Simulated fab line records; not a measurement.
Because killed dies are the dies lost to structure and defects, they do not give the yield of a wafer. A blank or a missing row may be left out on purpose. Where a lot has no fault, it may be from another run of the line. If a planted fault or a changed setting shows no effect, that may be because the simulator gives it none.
A lot that was struck, set against a sound lot ; flow n5-finfet ; 39 out of 1938 route steps
Sound: these wafers, L163.2, L163.4, L163.6. Struck: wafers L166.1, L166.4, L166.5. The cause is named last.
For every step that has rows: the tool of each side, followed by ch and its chambers, followed by its first start. Under that, the readings that differ: sound wafers ; struck wafers ; difference of the means ; sigmas: that difference in standard deviations of wafers without a fault.
alike: same words and numbers on both sides, and readings whose means sit less than 2 such deviations apart. not compared: any withheld reading, any reading some wafer has no value for, any bound like >300 that may hide the same value, and any number with overlapping values for which the record gives no deviation.
The two part at a step that has a row with sigmas, a row that says differs or no value, or rows on one side only. Numbers that have no deviation but don't overlap get no sigmas and don't part them. A reading missing from all wafers of one side parts the sides only when that side holds two or more wafers.

first, 9 steps without rows for these wafers: N5_SDB_CMP_30 (polishes, stops on poly-Si, t overpolish 1.54 s, target thk 30 nm); N5_DUMMY_REMOVAL_HM_STRIP_01 (strips SiNx in CH3F/O2, stops on poly-Si, target depth 4 nm, time 6.8 s); N5_DUMMY_REMOVAL_STRIP_10 (strips in N2/H2, time 40 s); N5_DUMMY_REMOVAL_PRECLEAN_07 (cleans in dHF, time 30 s); N5_DUMMY_REMOVAL_DUMMY_REMOVE_02 (chemistry TMAH, target poly-Si, stops on SiO2, target depth 142 nm, time 57 s, rinse time 30 s); N5_DUMMY_REMOVAL_PRECLEAN_08 (cleans in NF3:NH3, afs cycles 2, time 20 s, sublimation time 60 s); N5_DUMMY_REMOVAL_PRECLEAN_04 (cleans in DHF, time 37 s); N5_DUMMY_REMOVAL_SRD_05 (time 30 s); N5_HKMG_FIN_IL_REGROW_00 (material SiO2, chemistry O3, target thk 0.75 nm, time 30 s).
N5_HKMG_FIN_HK_ALD_01: deposits HfO2, target thk 1.6 nm, pulse time 3 s, purge time 3 s.
  sound on ald-hk-03 ch 0,1, day 4 16:04; struck on ald-hk-03 ch 1,2,3, day 5 15:32
  alike: precursor-pulse-height-rel
then, 26 steps without rows for these wafers: N5_HKMG_FIN_HK_ANNEAL_02 (time 30 s); N5_HKMG_FIN_ALD_74 (deposits La2O3, target thk 0.5 nm, pulse time 6 s, co reactant pulse time 1 s); N5_HKMG_FIN_ALD_75 (deposits Al2O3, target thk 1 nm, co reactant pulse time 1 s); N5_HKMG_FIN_COAT_41 (time 60 s, resist thk 300 nm); N5_HKMG_FIN_COAT_42 (time 60 s, resist thk 35 nm); N5_HKMG_FIN_COAT_43 (resist thk 90 nm); N5_HKMG_FIN_EBR_45; N5_HKMG_FIN_SOFTBAKE_44 (time 60 s); N5_HKMG_FIN_EXPOSE_46 (exposes mask NDIPOLE); N5_HKMG_FIN_PEB_47 (peb time 60 s); N5_HKMG_FIN_DEVELOP_48 (develop time 30 s); N5_HKMG_FIN_DESCUM_53 (chemistry O2, time 7.9 s); N5_HKMG_FIN_ETCH_54 (etches SiARC in CF4, target depth 45.5 nm, time 75.8 s); N5_HKMG_FIN_ETCH_55 (etches SOC in N2/H2, target depth 240 nm, time 300 s); N5_HKMG_FIN_STRIP_56 (strips in N2/H2); N5_HKMG_FIN_STRIP_57 (strips in CF4); N5_HKMG_FIN_ETCH_58 (etches SOC in N2/H2, target depth 215.8 nm, time 741 s); N5_HKMG_FIN_STRIP_93 (strips SOC in N2/H2, time 20 s); N5_HKMG_FIN_WET_ETCH_76 (etches Al2O3 in dNH4OH, stops on La2O3, target depth 2.25 nm, rinse time 30 s); N5_HKMG_FIN_STRIP_60 (strips in N2/H2, time 360 s); N5_HKMG_FIN_WET_ETCH_77 (etches La2O3 in dHCl, stops on HfO2, target depth 2 nm); N5_HKMG_FIN_WET_ETCH_78 (etches Al2O3 in dNH4OH, stops on La2O3, target depth 4.5 nm, rinse time 30 s); N5_HKMG_FIN_ALD_79 (deposits TiN, target thk 1.5 nm, pulse time 1 s, purge time 3 s); N5_HKMG_FIN_CVD_62 (deposits a-Si from Si2H6, target thk 3 nm, time 20.8 s); N5_HKMG_FIN_RTA_80 (time 2 s); N5_HKMG_FIN_PRECLEAN_64 (cleans in dHF, time 30 s).
N5_HKMG_FIN_THK_MEAS_70: measures by xrf.
  struck on film-metro-02, day 5 19:13; sound on film-metro-01, day 4 19:37
reading;sound;struck;difference;sigmas
HK_THK (nm);1.602 1.603 1.584;1.328 1.281 1.335;-0.282;-15
-- record jumps: 4 days separate the struck wafers' starts on either side; left off in module HKMG_FIN, taken up again in module BEOL_M4, whose first shown step is the route's number 1111 --
N5_BEOL_M4_RC_MEAS_101:
  sound on prober-02 ch 0, day 9 00:23; struck on prober-02 ch 0, day 9 15:28
  alike: DIBL_N, DIBL_P, IOFF_N, IOFF_P, ION_N, ION_P, SS_N, SS_P, VT_N, VT_P
-- a jump in the record: the struck wafers' starts before and after are 4 days apart (it breaks off in module BEOL_M4 and resumes in module PASSIVATION, where the first step shown is number 1936 of the route) --
N5_PASSIVATION_PROBE_49:
  rows exist in the record for the struck wafers here (prober-02, day 14 03:21), but not for the sound ones

## WHERE THEY PART
Last at N5_PASSIVATION_PROBE_49 as far as this record goes, first at N5_HKMG_FIN_THK_MEAS_70.

WHY: what had been put in by the simulator
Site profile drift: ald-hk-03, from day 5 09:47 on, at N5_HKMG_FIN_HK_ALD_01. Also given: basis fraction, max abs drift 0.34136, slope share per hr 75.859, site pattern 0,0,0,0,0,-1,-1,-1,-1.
